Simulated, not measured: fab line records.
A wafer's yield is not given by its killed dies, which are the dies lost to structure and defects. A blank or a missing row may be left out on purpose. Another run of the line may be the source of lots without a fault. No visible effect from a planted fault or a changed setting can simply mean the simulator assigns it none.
2 desks looking at one fault + flow n5-finfet + what lay behind the numbers comes last; until then each desk has only its own

== METROLOGY DESK ==
What the gauges read for every lot (on any tool): the sampled wafers with a number, averaged. Marked OUT: a lot whose mean sits more than 4 standard deviations from the usual mean, which makes it out of limits; the brackets give that distance. 7 of its 10 readings are shown, namely those furthest out on some lot.
Columns: A = DIBL_N at N5_BEOL_M4_RC_MEAS_101, usual 36.3 mV/V; B = IOFF_N at N5_BEOL_M4_RC_MEAS_101, usual 0.155 nA/um; C = ION_N at N5_BEOL_M4_RC_MEAS_101, usual 671 uA/um; D = SS_N at N5_BEOL_M4_RC_MEAS_101, usual 71.5 mV/dec; E = SS_P at N5_BEOL_M4_RC_MEAS_101, usual 73.1 mV/dec; F = VT_N at N5_BEOL_M4_RC_MEAS_101, usual 250.2 mV; G = VT_P at N5_BEOL_M4_RC_MEAS_101, usual -251 mV
| lot  | first seen here | A    | B     | C   | D    | E    | F     | G    |
|------|-----------------|------|-------|-----|------|------|-------|------|
| L845 | day 8 17:21     | 35.3 | 0.150 | 666 | 71.5 | 72.7 | 248.0 | -249 |
| L849 | day 8 23:38     | 35.7 | 0.147 | 668 | 70.9 | 72.8 | 251.0 | -248 |
| L858 | day 11 07:46    | 36.0 | 0.156 | 674 | 71.3 | 73.8 | 251.1 | -257 |
| L860 | day 11 15:41    | 38.2 | 0.160 | 673 | 72.2 | 73.7 | 248.7 | -250 |
| L863 | day 12 10:29    | 34.8 | 0.129 | 669 | 71.3 | 72.9 | 252.1 | -251 |
| L865 | day 13 05:38    | 36.2 | 0.150 | 670 | 71.6 | 73.2 | 250.5 | -253 |
| L867 | day 13 14:47    | 34.5 | 0.117 | 653 | 71.3 | 72.8 | 253.8 | -252 |
| L868 | day 13 19:38    | 35.9 | 0.146 | 669 | 71.7 | 72.4 | 251.2 | -253 |
Finding of this desk: none of the 8 lots has anything out of limits.

== FOR THE TOOL OWNER'S DESK: rie-diel-03 ==
The tool's own readings at N5_BEOL_M2_TRENCH_ETCH_37 (etches SiOC in C4F6/O2, target depth 55.555 nm, time 29.2 s): means of the sampled wafers that have a number, for each lot that ran on this tool. Marked OUT: a lot whose mean sits more than 4 standard deviations from the usual mean, which makes it out of limits; the brackets give that distance.
Columns: A = bias-w at N5_BEOL_M2_TRENCH_ETCH_37, usual 185.0 W; B = drypump-motor-current-A at N5_BEOL_M2_TRENCH_ETCH_37, usual 5.8 A; C = oes-product-au at N5_BEOL_M2_TRENCH_ETCH_37, usual 0.77 a.u.; D = rf-fwd-power-W at N5_BEOL_M2_TRENCH_ETCH_37, usual 350.6 W; E = rf-vpp-V at N5_BEOL_M2_TRENCH_ETCH_37, usual 663 V; F = showerhead-plenum-p-Torr at N5_BEOL_M2_TRENCH_ETCH_37, usual 2.87 Torr; G = throttle-valve-pct at N5_BEOL_M2_TRENCH_ETCH_37, usual 20.76 %
| lot  | first seen here | A               | B   | C    | D     | E              | F    | G     |
|------|-----------------|-----------------|-----|------|-------|----------------|------|-------|
| L845 | day 7 11:55     | 184.8           | 6.1 | 0.83 | 351.4 | 660            | 2.85 | 20.65 |
| L849 | day 7 18:24     | 185.1           | 5.9 | 0.83 | 352.6 | 661            | 2.93 | 20.58 |
| L860 | day 10 12:07    | 166.8 (-32) OUT | 6.2 | 0.73 | 349.4 | 612 (-9.3) OUT | 2.89 | 20.84 |
| L863 | day 11 03:40    | 166.5 (-32) OUT | 6.5 | 0.70 | 350.5 | 611 (-9.4) OUT | 2.86 | 21.05 |
This desk's verdict: out of limits on L860, L863, starting with L860 at day 10 12:07 (bias-w at N5_BEOL_M2_TRENCH_ETCH_37). Within limits: L845, L849.

== BROUGHT TOGETHER ==
The tool owner's desk had the chance to raise an alarm at day 10 12:07 on L860, L863.
Nothing out of limits was seen by the metrology desk.
The metrology desk has L860, L863 on record, within its limits.
All the named lots went through N5_BEOL_M2_TRENCH_ETCH_37 on rie-diel-03.

== WHAT HAD BEEN PUT IN BY THE SIMULATOR ==
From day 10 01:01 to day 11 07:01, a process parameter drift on rie-diel-03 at N5_BEOL_M2_TRENCH_ETCH_37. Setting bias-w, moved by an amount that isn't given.
Shown lots that were struck: L860, L863.
Each desk's first reading out of limits, in hours after the fault started: the tool owner's desk, 11.
